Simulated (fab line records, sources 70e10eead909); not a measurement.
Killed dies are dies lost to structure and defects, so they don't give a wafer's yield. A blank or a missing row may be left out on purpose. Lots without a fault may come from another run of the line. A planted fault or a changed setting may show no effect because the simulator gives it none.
A struck lot beside a sound one | flow nand_harc | 32 steps out of a route of 1302
Sound: wafers L423.2, L423.4, L423.6. Struck: wafer L435.6. (L435.3, L435.5 of the same lot were not struck and are left out.) The cause comes at the end.
At each step with rows: each side's tool, then ch and its chambers, then its first start. Under that, the readings that differ: sound wafers | struck wafers | difference of the means | sigmas: that difference in standard deviations of wafers without a fault.
alike: readings whose means differ by less than 2 such deviations, and words and numbers that are the same on both sides. not compared: withheld readings, readings that some wafer has no value for, bounds like >300 that may hide the same value, and numbers for which the record gives no deviation and whose values overlap.
The two part at a step that has a row with sigmas, a row that says differs or no value, or rows on one side only. Numbers that don't overlap but have no deviation are shown without sigmas and don't part them. A reading that every wafer of one side lacks parts them only if that side has two wafers or more.

first, 5 steps without rows for these wafers: NHARC_A_ONON_D2_DEP_19 (target thk 1000 nm); NHARC_A_ONON_D2_DEP_22 (target thk 1000 nm); NHARC_A_ONON_D2_DEP_25 (target thk 1000 nm); NHARC_A_ONON_D2_DEP_28 (target thk 1000 nm); NHARC_A_ONON_D2_DEP_33 (deposits SiO2, target thk 200 nm).
NHARC_A_CHANNEL_HOLE_D2_DEP_00: deposits aC, target thk 3100 nm.
  sound on acl_dep-02 ch 0, day 13 14:35; struck on acl_dep-03 ch 0, day 19 03:42
  alike: throttle_valve_pct
then, 25 steps without rows for these wafers: NHARC_A_CHANNEL_HOLE_D2_DEP_01 (deposits SiON, target thk 140 nm); NHARC_A_CHANNEL_HOLE_D2_DEHYDRATE_02 (time 120 s); NHARC_A_CHANNEL_HOLE_D2_HMDS_03 (time 30 s); NHARC_A_CHANNEL_HOLE_D2_COAT_36 (time 75 s); NHARC_A_CHANNEL_HOLE_D2_COAT_37 (time 65 s); NHARC_A_CHANNEL_HOLE_D2_COAT_04 (resist thk 90 nm); NHARC_A_CHANNEL_HOLE_D2_SOFTBAKE_05 (time 55 s); NHARC_A_CHANNEL_HOLE_D2_EBR_06; NHARC_A_CHANNEL_HOLE_D2_EXPOSE_07 (exposes mask HOLE D2, target cd 100 nm); NHARC_A_CHANNEL_HOLE_D2_PEB_08 (peb time 65 s); NHARC_A_CHANNEL_HOLE_D2_DEVELOP_09 (develop time 35 s); NHARC_A_CHANNEL_HOLE_D2_DESCUM_15 (chemistry O2, time 3 s); NHARC_A_CHANNEL_HOLE_D2_ETCH_38 (etches the open film in CF4, target depth 39 nm, time 65 s); NHARC_A_CHANNEL_HOLE_D2_ETCH_39 (etches the open film in N2/H2, target depth 260 nm, time 325 s); NHARC_A_CHANNEL_HOLE_D2_ETCH_34 (etches the open film in CF4/CHF3, target depth 154 nm, time 77 s); NHARC_A_CHANNEL_HOLE_D2_ETCH_16 (etches the open film in O2/COS, target depth 3100 nm, time 806 s); NHARC_A_CHANNEL_HOLE_D2_ETCH_19 (etches the open film in C4F8/O2/Ar, time 34.5 s); NHARC_A_CHANNEL_HOLE_D2_ETCH_20 (etches the open film in C4F8/O2/Ar, time 361.9 s, target depth 1600 nm); NHARC_A_CHANNEL_HOLE_D2_ETCH_21 (etches the open film in C4F8/O2/Ar, time 514.3 s, target depth 1600 nm); NHARC_A_CHANNEL_HOLE_D2_ETCH_22 (etches the open film in C4F8/O2/Ar, time 666.7 s, target depth 1600 nm); NHARC_A_CHANNEL_HOLE_D2_ETCH_23 (etches the open film in C4F8/O2/Ar, time 819 s, target depth 1600 nm); NHARC_A_CHANNEL_HOLE_D2_ETCH_24 (etches the open film in C4F8/O2/Ar, time 906.2 s, target depth 1500 nm); NHARC_A_CHANNEL_HOLE_D2_ETCH_25 (etches the open film in C4F8/O2/Ar, time 1040.2 s, target depth 1500 nm); NHARC_A_CHANNEL_HOLE_D2_ETCH_26 (etches the open film in C4F8/O2/Ar, time 224.1 s, target depth 300 nm); NHARC_A_CHANNEL_HOLE_D2_ETCH_27 (etches the open film in C4F8/O2/Ar, time 90 s, target depth 400 nm).
-- the record jumps here: 11 days lie between the struck wafers' starts before and after (it left off in module A_CHANNEL_HOLE_D2 and takes up again in module END, whose first step shown is number 1302 of the route) --
NHARC_END_SORT_01:
  the record has rows for the struck wafers here (prober-02 ch 0, day 30 02:08) and none for the sound ones

WHERE THEY PART
Only at NHARC_END_SORT_01, within this record.

WHY: what the simulator had put in
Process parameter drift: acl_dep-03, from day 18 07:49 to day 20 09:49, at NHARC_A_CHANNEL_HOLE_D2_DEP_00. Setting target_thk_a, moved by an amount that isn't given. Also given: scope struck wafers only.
